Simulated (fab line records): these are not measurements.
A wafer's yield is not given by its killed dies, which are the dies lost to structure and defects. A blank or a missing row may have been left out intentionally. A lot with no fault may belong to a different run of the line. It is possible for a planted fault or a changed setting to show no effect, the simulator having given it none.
fab line records	flow n5Finfet	part 1 of 2: steps 1 to 4 of 6
record lots=21	wafers=63	lastDay=18
route steps=1938 shown SDB@364 HKMG_FIN@388
lots that met no fault: from a run of the same line without faults
startH: hours from the record's opening day to when the first of the lot's shown wafers began	waitH: hours from the lot's prior step to this one	" as in the row above	L1.1+2: one row covering several wafers at once	- either no value or no given start	* or withheld: withheld	< > ~ a bound
route shown NAME@n: NAME is a module with steps in the file, n the number in the route of the first one	usual: the fault-free wafers' mean and standard deviation	same: alike in all rows	chamber/n: place in a boat	sites: readings site by site	_std_site: standard deviation across them	_edge_site: inner sites' mean taken away from outer sites' mean	radiusMm: for every site, how far away it sits from the centre of the wafer	mask NAME#n: copy n	behind: tool/chamber where the wafer was last shaped	hold: reason for holding the lot/hours on hold/outcome of the hold	device: the transistor (n, p or np) that didn't switch	end of line: at the end of the route, the tests of the same wafers	for a step that has no rows: nothing shown but its recipe	killed: dies that structure and defects cost at the first sort, which is not the same as the wafer's yield	map: per-die view of a wafer (x killed, . not killed, _ where there is no die)
set.NAME: the setting that was run; set.NAME@STEP: the one run at that earlier step	model.NAME: the simulator's own value behind a step, which no gauge read
route steps across a sampled set of lots; one table per step, one row per wafer
services: the hour from which a tool's chamber was out of use, counted from the record's first day as startH (under 0 if before that day), plus the number of hours and why
## steps
# step N5_SDB_HM_OPEN_20
# recipe chemistry=CH3F/O2	target=SiNx	maskMaterial=SOC	targetDepthA=240	stopOn=poly-Si	overEtchFrac=0.4	ionEnergyEv=120	pressureMtorr=30	sourceW=395	biasW=73	Ar_flow_sccm=150	CH3F_flow_sccm=30	O2_flow_sccm=20
# usual CH3F_flow_sccm=30.01/0.085	drypumpMotorCurrentA=5.7/0.44	oesProductAu=0.62/0.052	rfVppV=297.2/2.3	showerheadPlenumPTorr=1.97/0.031	throttleValvePct=16.41/0.24
lot.wafer	tool	chamber	startH	waitH	CH3F_flow_sccm	drypumpMotorCurrentA	oesProductAu	rfHoursCounterH	rfVppV	showerheadPlenumPTorr	throttleValvePct
L074.1	rieDiel-05	2	67.14	0.0	30.00	5.2	0.62	131	300.2	1.92	16.34
L074.2	"	3	"	"	29.92	5.8	0.59	173	297.4	1.99	16.70
L074.5	"	3	"	"	29.97	5.7	0.61	-	296.8	1.99	16.70
L075.1	rieDiel-01	2	71.93	0.0	30.11	5.7	0.58	224	295.2	1.98	16.77
L075.2	"	3	"	"	30.00	4.8	0.64	153	301.2	2.00	16.48
L075.3	"	1	"	"	30.03	5.7	0.59	207	299.5	1.97	16.40
L076.3	rieDiel-01	1	76.95	0.0	30.15	5.7	0.60	208	299.5	1.97	16.41
L076.4	"	0	"	"	30.11	6.6	0.80	8	297.4	1.97	15.84
L076.6	"	3	"	"	30.08	4.8	0.64	-	298.1	2.00	16.47
L077.4	rieDiel-05	1	86.66	0.0	29.95	6.0	0.60	222	301.1	1.98	16.40
L077.5	"	1	"	"	30.02	6.0	0.58	-	300.7	1.98	16.39
L077.6	"	0	"	"	29.96	5.1	0.58	-	293.5	1.98	16.30
L078.4	rieDiel-01	3	89.68	0.0	30.02	4.8	0.63	-	299.2	2.00	16.49
L078.5	"	2	"	"	30.11	5.7	0.57	-	295.2	1.98	16.76
L078.6	"	0	"	"	29.89	6.5	0.77	-	297.7	1.96	15.86
L080.1	rieDiel-05	1	104.48	0.0	29.77	6.0	0.58	228	301.3	1.97	16.42
L080.4	"	2	"	"	30.00	5.1	0.61	146	298.1	1.92	16.36
L080.5	"	3	"	"	29.97	5.7	0.60	-	298.0	1.99	16.74
L081.3	rieDiel-02	1	112.43	0.0	29.91	6.1	0.60	139	300.0	2.01	16.13
L081.5	"	0	"	"	30.01	5.6	0.66	-	296.7	1.94	16.32
L081.6	"	3	"	"	29.92	6.1	0.65	-	298.1	2.02	16.23
L082.1	rieDiel-02	3	114.36	0.0	29.90	6.1	0.64	96	297.0	2.02	16.23
L082.3	"	0	"	"	30.05	5.6	0.64	91	298.0	1.94	16.31
L082.5	"	3	"	"	30.04	6.1	0.65	-	297.8	2.02	16.21
L083.2	rieDiel-05	1	122.31	0.0	29.96	6.0	0.58	234	298.5	1.97	16.42
L083.5	"	2	"	"	29.99	5.1	0.61	-	298.2	1.91	16.39
L083.6	"	1	"	"	30.20	6.0	0.60	-	299.9	1.97	16.42
L084.1	rieDiel-01	0	125.69	0.0	29.98	6.5	0.73	26	298.0	1.96	15.88
L084.3	"	3	"	"	30.13	4.8	0.61	174	298.8	1.99	16.50
L084.6	"	1	"	"	30.08	5.7	0.58	-	299.0	1.97	16.42
L085.1	rieDiel-02	0	133.60	0.0	30.01	5.6	0.63	97	295.9	1.94	16.33
L085.2	"	1	"	"	29.99	6.1	0.60	148	301.2	2.00	16.15
L085.3	"	2	"	"	30.02	5.9	0.60	157	293.9	2.00	16.73
L087.2	rieDiel-02	2	148.80	0.0	30.00	5.9	0.61	161	293.1	2.00	16.76
L087.3	"	3	"	"	30.01	6.1	0.63	107	296.8	2.02	16.25
L087.6	"	0	"	"	29.96	5.6	0.67	-	296.1	1.94	16.33
L088.2	rieDiel-05	3	149.82	0.0	30.20	5.8	0.58	203	297.0	1.98	16.75
L088.4	"	3	"	"	30.06	5.7	0.60	-	295.6	1.98	16.74
L088.6	"	1	"	"	29.97	6.0	0.58	-	300.9	1.97	16.43
L089.2	rieDiel-02	1	167.48	0.0	29.92	6.1	0.59	159	299.6	2.00	16.18
L089.3	"	0	"	"	29.96	5.6	0.64	108	296.6	1.93	16.33
L089.6	"	3	"	"	30.05	6.0	0.64	-	297.3	2.02	16.25
L090.1	rieDiel-01	2	167.57	0.0	30.10	5.7	0.80	3	294.1	1.97	16.29
L090.2	"	0	"	"	30.05	6.5	0.72	44	298.2	1.95	15.91
L090.6	"	0	"	"	30.04	6.5	0.71	-	298.1	1.95	15.92
L091.1	rieDiel-05	2	170.29	0.0	30.00	5.2	0.59	170	298.3	1.91	16.42
L091.4	"	3	"	"	30.10	5.7	0.59	-	295.7	1.98	16.76
L091.6	"	0	"	"	30.06	5.1	0.56	-	293.5	1.98	16.35
L092.3	rieDiel-02	2	174.66	0.0	30.14	6.0	0.60	171	294.1	2.00	16.79
L092.4	"	0	"	"	29.90	5.7	0.65	110	296.8	1.93	16.35
L092.6	"	2	"	"	30.07	6.0	0.61	-	293.1	2.00	16.77
L093.1	rieDiel-01	0	180.11	0.0	30.03	6.5	0.71	47	297.7	1.95	15.94
L093.3	"	3	"	"	30.04	4.8	0.59	196	300.3	1.99	16.55
L093.4	"	1	"	"	30.01	5.8	0.58	236	298.7	1.96	16.46
L094.1	rieDiel-05	2	190.81	0.0	29.96	5.2	0.60	180	297.9	1.91	16.45
L094.5	"	0	"	"	29.88	5.1	0.57	-	292.8	1.97	16.36
L094.6	"	3	"	"	29.90	5.7	0.58	-	295.5	1.98	16.79
L096.1	rieDiel-02	1	199.43	0.0	29.99	6.1	0.58	169	298.4	2.00	16.20
L096.2	"	0	"	"	30.02	5.6	0.63	119	296.1	1.93	16.34
L096.3	"	3	"	"	29.96	6.1	0.62	124	297.0	2.01	16.28
L097.1	rieDiel-02	3	203.61	0.0	30.02	6.0	0.62	126	296.1	2.01	16.26
L097.2	"	1	"	"	29.96	6.1	0.58	171	299.1	2.00	16.20
L097.4	"	0	"	"	30.03	5.6	0.64	121	296.3	1.93	16.39
# step N5_HKMG_FIN_ALD_74
# recipe material=La2O3	targetThkA=5	tempC=250	aldPrecursorFamily=La-Cp	aldCoReactant=O3	pulseTimeS=6	coReactantPulseTimeS=1	purgeTimeS=3	coReactantPurgeTimeS=3
# usual heaterPowerOuterW=190/27	heaterPowerW=349/35	precursorPulseHeightRel=1.000/0.02
# same coReactantPulseTimeS=1
lot.wafer	tool	chamber	startH	waitH	heaterPowerOuterW	heaterPowerW	precursorPulseHeightRel
L074.1	aldHk-01	1	74.07	0.2	188	322	1.002
L074.2	"	0	"	"	169	318	0.990
L074.5	"	3	"	"	162	319	1.019
L075.1	aldHk-01	3	77.17	0.2	160	327	1.012
L075.2	"	2	"	"	184	360	1.026
L075.3	"	1	"	"	185	330	1.013
L076.3	aldHk-02	2	81.81	0.1	162	314	1.007
L076.4	"	1	"	"	241	429	0.985
L076.6	"	2	"	"	165	309	1.032
L077.4	aldHk-02	1	92.84	0.1	238	416	0.989
L077.5	"	0	"	"	215	381	0.997
L077.6	"	1	"	"	239	435	1.005
L078.4	aldHk-02	0	94.26	0.1	216	373	0.983
L078.5	"	1	"	"	236	428	1.003
L078.6	"	0	"	"	213	380	1.003
L080.1	aldHk-03	2	109.58	0.2	230	377	1.001
L080.4	"	1	"	"	212	378	0.991
L080.5	"	2	"	"	231	382	0.993
L081.3	aldHk-02	3	117.05	0.1	219	367	0.971
L081.5	"	2	"	"	163	303	1.009
L081.6	"	1	"	"	241	427	0.988
L082.1	aldHk-02	3	119.41	0.2	220	357	0.990
L082.3	"	2	"	"	167	309	1.002
L082.5	"	0	"	"	216	370	1.028
L083.2	aldHk-01	2	127.07	0.2	183	348	1.018
L083.5	"	1	"	"	185	335	1.010
L083.6	"	0	"	"	165	318	0.963
L084.1	aldHk-03	3	130.56	0.2	166	320	1.021
L084.3	"	2	"	"	228	383	1.020
L084.6	"	1	"	"	206	382	0.960
L085.1	aldHk-01	3	138.30	0.2	163	313	0.995
L085.2	"	1	"	"	190	335	1.025
L085.3	"	2	"	"	183	350	0.990
L087.2	aldHk-01	2	153.51	0.2	184	342	0.992
L087.3	"	3	"	"	162	306	0.990
L087.6	"	2	"	"	188	345	0.985
L088.2	aldHk-02	3	154.95	0.2	222	365	0.986
L088.4	"	1	"	"	241	436	0.960
L088.6	"	3	"	"	222	369	0.993
L089.2	aldHk-01	0	172.61	0.2	169	316	1.034
L089.3	"	2	"	"	186	345	1.015
L089.6	"	2	"	"	182	347	1.033
L090.1	aldHk-02	1	172.95	0.2	242	431	0.993
L090.2	"	0	"	"	213	368	1.013
L090.6	"	2	"	"	163	321	0.997
L091.1	aldHk-01	3	174.91	0.2	161	313	1.003
L091.4	"	0	"	"	168	314	1.008
L091.6	"	3	"	"	161	321	1.000
L092.3	aldHk-01	2	179.31	0.1	181	353	1.014
L092.4	"	1	"	"	185	333	1.025
L092.6	"	2	"	"	182	354	1.001
L093.1	aldHk-03	0	185.20	0.2	165	331	1.001
L093.3	"	2	"	"	236	387	0.970
L093.4	"	1	"	"	199	388	0.972
L094.1	aldHk-03	0	195.68	0.2	165	339	0.977
L094.5	"	3	"	"	166	329	0.983
L094.6	"	0	"	"	169	325	1.028
L096.1	aldHk-01	3	204.71	0.2	163	318	0.988
L096.2	"	0	"	"	167	328	1.020
L096.3	"	2	"	"	188	347	0.979
L097.1	aldHk-01	2	208.49	0.2	180	346	1.039
L097.2	"	1	"	"	187	334	0.991
L097.4	"	3	"	"	159	311	0.997
# step N5_HKMG_FIN_STRIP_93
# recipe chemistry=N2/H2	material=SOC	timeS=20	powerW=500	tempC=40	pressureMtorr=50	rfFrequencyHz=6e+07	biasPowerW=8	h2Frac=0.5	n2FlowSccm=300	h2FlowSccm=300
# usual drypumpMotorCurrentA=5.7/0.52	oesProductAu=0.76/0.075	rfVppV=54.1/0.8	showerheadPlenumPTorr=3.32/0.043	throttleValvePct=19.0/0.33
lot.wafer	tool	chamber	startH	waitH	drypumpMotorCurrentA	oesProductAu	rfHoursCounterH	rfVppV	showerheadPlenumPTorr	throttleValvePct
L074.1	rieDiel-05	3	75.43	0.2	5.8	0.73	177	54.0	3.34	19.2
L074.2	"	1	"	"	6.0	0.72	216	53.5	3.31	18.8
L074.5	"	3	"	"	5.8	0.73	-	53.6	3.34	19.2
L075.1	rieDiel-01	2	78.40	0.2	5.7	0.69	226	54.5	3.32	19.1
L075.2	"	1	"	"	5.8	0.71	209	54.5	3.33	19.2
L075.3	"	3	"	"	4.8	0.76	155	53.4	3.35	19.4
L076.3	rieDiel-01	1	83.51	0.2	5.8	0.71	211	53.4	3.32	19.2
L076.4	"	0	"	"	6.5	0.94	11	53.5	3.31	18.4
L076.6	"	3	"	"	4.8	0.76	-	54.6	3.35	19.4
L077.4	rieDiel-02	0	94.34	0.2	5.6	0.81	84	55.4	3.26	18.8
L077.5	"	2	"	"	6.0	0.76	-	53.5	3.37	19.4
L077.6	"	3	"	"	6.1	0.80	-	54.1	3.40	18.8
L078.4	rieDiel-05	0	95.77	0.2	5.1	0.70	207	53.8	3.34	18.9
L078.5	"	1	"	"	6.0	0.72	-	55.0	3.30	18.8
L078.6	"	0	"	"	5.1	0.70	-	55.0	3.34	18.9
L080.1	rieDiel-02	2	110.94	0.2	5.9	0.76	147	52.9	3.36	19.4
L080.4	"	3	"	"	6.1	0.80	94	53.4	3.39	18.8
L080.5	"	0	"	"	5.7	0.81	-	53.8	3.26	18.8
L081.3	rieDiel-02	3	118.31	0.2	6.1	0.80	98	55.2	3.39	18.8
L081.5	"	2	"	"	6.0	0.75	-	53.6	3.36	19.4
L081.6	"	3	"	"	6.1	0.79	-	54.6	3.39	18.8
L082.1	rieDiel-02	1	120.77	0.2	6.1	0.74	142	53.0	3.38	18.8
L082.3	"	2	"	"	6.0	0.74	152	54.6	3.36	19.4
L082.5	"	2	"	"	5.9	0.75	-	54.4	3.36	19.4
L083.2	rieDiel-01	2	128.79	0.2	5.7	0.68	246	54.8	3.31	19.1
L083.5	"	2	"	"	5.7	0.68	-	52.2	3.31	19.1
L083.6	"	0	"	"	6.5	0.89	-	53.7	3.30	18.4
L084.1	rieDiel-05	2	132.07	0.2	5.2	0.74	156	53.0	3.23	19.1
L084.3	"	3	"	"	5.7	0.70	196	54.9	3.33	19.2
L084.6	"	2	"	"	5.1	0.73	-	54.3	3.23	19.1
L085.1	rieDiel-02	1	139.66	0.2	6.1	0.73	149	53.4	3.37	18.8
L085.2	"	0	"	"	5.6	0.80	99	53.7	3.25	18.8
L085.3	"	3	"	"	6.1	0.78	104	53.8	3.39	18.8
L087.2	rieDiel-01	0	154.97	0.2	6.5	0.88	38	53.9	3.30	18.4
L087.3	"	3	"	"	4.8	0.74	186	53.5	3.34	19.5
L087.6	"	0	"	"	6.5	0.87	-	53.8	3.30	18.4
L088.2	rieDiel-01	3	156.31	0.2	4.8	0.73	187	54.4	3.34	19.5
L088.4	"	1	"	"	5.7	0.69	-	55.4	3.32	19.2
L088.6	"	3	"	"	4.8	0.73	-	56.0	3.34	19.5
L089.2	rieDiel-02	2	173.85	0.2	6.0	0.73	170	53.7	3.35	19.4
L089.3	"	0	"	"	5.6	0.79	110	53.5	3.24	18.8
L089.6	"	2	"	"	6.0	0.72	-	52.0	3.35	19.4
L090.1	rieDiel-01	3	174.51	0.2	4.8	0.73	194	53.5	3.33	19.5
L090.2	"	2	"	"	5.7	0.97	6	52.8	3.30	18.7
L090.6	"	1	"	"	5.8	0.69	-	53.7	3.31	19.2
L091.1	rieDiel-05	2	176.33	0.2	5.1	0.72	173	55.3	3.22	19.1
L091.4	"	0	"	"	5.1	0.67	-	54.5	3.32	18.9
L091.6	"	2	"	"	5.1	0.73	-	54.3	3.22	19.1
L092.3	rieDiel-02	0	180.91	0.2	5.6	0.78	113	53.4	3.24	18.8
L092.4	"	3	"	"	6.1	0.77	119	54.4	3.38	18.8
L092.6	"	1	"	"	6.1	0.72	-	53.6	3.37	18.8
L093.1	rieDiel-01	3	186.56	0.2	4.8	0.72	199	53.3	3.33	19.5
L093.3	"	2	"	"	5.7	0.95	11	53.6	3.30	18.7
L093.4	"	1	"	"	5.7	0.68	238	53.2	3.31	19.2
L094.1	rieDiel-01	0	196.93	0.2	6.5	0.85	53	53.4	3.29	18.5
L094.5	"	0	"	"	6.5	0.86	-	55.2	3.29	18.5
L094.6	"	3	"	"	4.8	0.73	-	54.6	3.33	19.5
L096.1	rieDiel-02	0	206.07	0.2	5.6	0.77	122	55.1	3.24	18.8
L096.2	"	1	"	"	6.1	0.72	172	53.5	3.36	18.9
L096.3	"	2	"	"	5.9	0.72	181	54.1	3.35	19.4
L097.1	rieDiel-01	2	209.73	0.2	5.7	0.93	18	55.1	3.30	18.7
L097.2	"	3	"	"	4.8	0.72	207	55.9	3.33	19.5
L097.4	"	3	"	"	4.8	0.72	-	55.0	3.33	19.5
# step N5_HKMG_FIN_STRIP_19
# recipe chemistry=N2/H2	powerW=2500	tempC=300	h2Frac=0.65	timeS=360	pressureMtorr=withheld	n2FlowSccm=1750	h2FlowSccm=3250
# usual drypumpMotorCurrentA=5.7/0.41	heaterPowerW=470/52
lot.wafer	tool	chamber	startH	waitH	drypumpMotorCurrentA	heaterPowerW	rfHoursCounterH
L074.1	plasmaAsher-02	0	79.09	0.0	5.4	475	36
L074.2	"	1	"	"	5.2	416	36
L074.5	"	0	"	"	5.4	473	-
L075.1	plasmaAsher-01	0	81.64	0.0	6.3	448	83
L075.2	"	1	"	"	5.6	546	83
L075.3	"	0	"	"	6.3	449	-
L076.3	plasmaAsher-02	1	86.78	0.1	5.3	407	-
L076.4	"	0	"	"	5.4	465	-
L076.6	"	1	"	"	5.2	403	-
L077.4	plasmaAsher-02	0	97.70	0.1	5.4	490	-
L077.5	"	1	"	"	5.2	398	-
L077.6	"	0	"	"	5.4	477	-
L078.4	plasmaAsher-01	0	99.96	0.1	6.3	455	-
L078.5	"	1	"	"	5.6	529	-
L078.6	"	0	"	"	6.3	446	-
L080.1	plasmaAsher-02	0	114.05	0.0	5.4	493	42
L080.4	"	1	"	"	5.2	400	-
L080.5	"	1	"	"	5.2	414	-
L081.3	plasmaAsher-01	1	121.67	0.1	5.6	558	-
L081.5	"	0	"	"	6.3	445	-
L081.6	"	1	"	"	5.6	540	-
L082.1	plasmaAsher-01	1	124.15	0.0	5.6	538	91
L082.3	"	1	"	"	5.6	546	-
L082.5	"	1	"	"	5.6	531	-
L083.2	plasmaAsher-02	0	132.58	0.1	5.4	466	46
L083.5	"	0	"	"	5.5	472	-
L083.6	"	1	"	"	5.3	392	-
L084.1	plasmaAsher-01	1	135.48	0.0	5.6	544	93
L084.3	"	0	"	"	6.3	447	-
L084.6	"	0	"	"	6.3	439	-
L085.1	plasmaAsher-01	0	142.91	0.0	6.3	458	94
L085.2	"	1	"	"	5.6	556	94
L085.3	"	1	"	"	5.6	549	-
L087.2	plasmaAsher-02	1	158.68	0.0	5.2	402	51
L087.3	"	0	"	"	5.4	476	-
L087.6	"	1	"	"	5.2	393	-
L088.2	plasmaAsher-01	1	159.84	0.0	5.6	538	98
L088.4	"	0	"	"	6.3	442	-
L088.6	"	1	"	"	5.6	542	-
L089.2	plasmaAsher-02	0	177.17	0.0	5.4	482	54
L089.3	"	0	"	"	5.4	494	-
L089.6	"	1	"	"	5.2	404	-
L090.1	plasmaAsher-02	1	177.80	0.0	5.2	390	54
L090.2	"	0	"	"	5.5	478	54
L090.6	"	0	"	"	5.5	473	-
L091.1	plasmaAsher-01	1	179.97	0.0	5.6	546	101
L091.4	"	0	"	"	6.3	454	-
L091.6	"	1	"	"	5.6	537	-
L092.3	plasmaAsher-02	1	184.47	0.1	5.3	406	-
L092.4	"	0	"	"	5.5	488	-
L092.6	"	0	"	"	5.5	484	-
L093.1	plasmaAsher-01	0	189.86	0.0	6.3	449	104
L093.3	"	0	"	"	6.3	443	-
L093.4	"	1	"	"	5.6	548	-
L094.1	plasmaAsher-01	1	200.17	0.0	5.6	557	105
L094.5	"	1	"	"	5.6	528	-
L094.6	"	0	"	"	6.3	445	-
L096.1	plasmaAsher-01	1	209.46	0.0	5.6	554	108
L096.2	"	0	"	"	6.3	447	108
L096.3	"	0	"	"	6.3	448	-
L097.1	plasmaAsher-02	1	213.27	0.0	5.2	399	63
L097.2	"	0	"	"	5.4	485	63
L097.4	"	0	"	"	5.4	470	-
